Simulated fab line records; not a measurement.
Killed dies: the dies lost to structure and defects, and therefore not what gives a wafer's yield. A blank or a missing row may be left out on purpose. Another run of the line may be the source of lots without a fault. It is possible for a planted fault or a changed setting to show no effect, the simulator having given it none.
Chamber matching ; flow n5_finfet ; 4 sister chambers for N5_MOL_CONTACT_COAG_ETCH_110 on rie_diel-01
The step etches Si in CF4/O2, target depth 2.5 nm, time 8 s. 8 wafers are shown with their chamber, then 7 later ones without.

## WAFERS WITH THEIR CHAMBER
wafer;chamber;drypump_motor_current_A (A);throttle_valve_pct (%)
L074.4;3;6.1;10.2
L080.5;1;6.3;11.0
L083.5;3;6.1;10.3
L085.2;1;6.3;11.0
L085.3;0;4.9;11.3
L085.5;2;5.8;10.5
L090.1;0;4.8;11.3
L090.2;2;5.8;10.6

## WAFERS WITH NO CHAMBER GIVEN
wafer;drypump_motor_current_A (A);throttle_valve_pct (%)
L090.6;6.1;10.3
L094.1;6.1;10.4
L094.2;4.9;11.3
L094.4;5.7;10.6
L097.2;6.0;10.3
L097.3;4.8;11.3
L097.6;5.8;10.6

## WHICH CHAMBER EACH WENT THROUGH
wafer;from the rows above;in truth
L090.6;3;3
L094.1;3;3
L094.2;0;0
L094.4;2;2
L097.2;3;3
L097.3;0;0
L097.6;2;2
Placed correctly: 7 of 7. Can't be placed from these rows: 0. Placed wrongly: 0.
How it was worked out, from the rows above alone: a wafer's distance from a chamber is the root of the sum, over the readings, of the square of ((its reading less the chamber's mean) divided by the reading's scatter). If the next closest chamber is less than 2 further off than the closest, the wafer can't be placed; otherwise it belongs to the closest. A chamber's mean is the mean of its shown wafers. How the scatter is found: for the shown wafers, subtract from each reading the mean of its chamber, square and add these, divide the total by (wafers less chambers), then take the root.
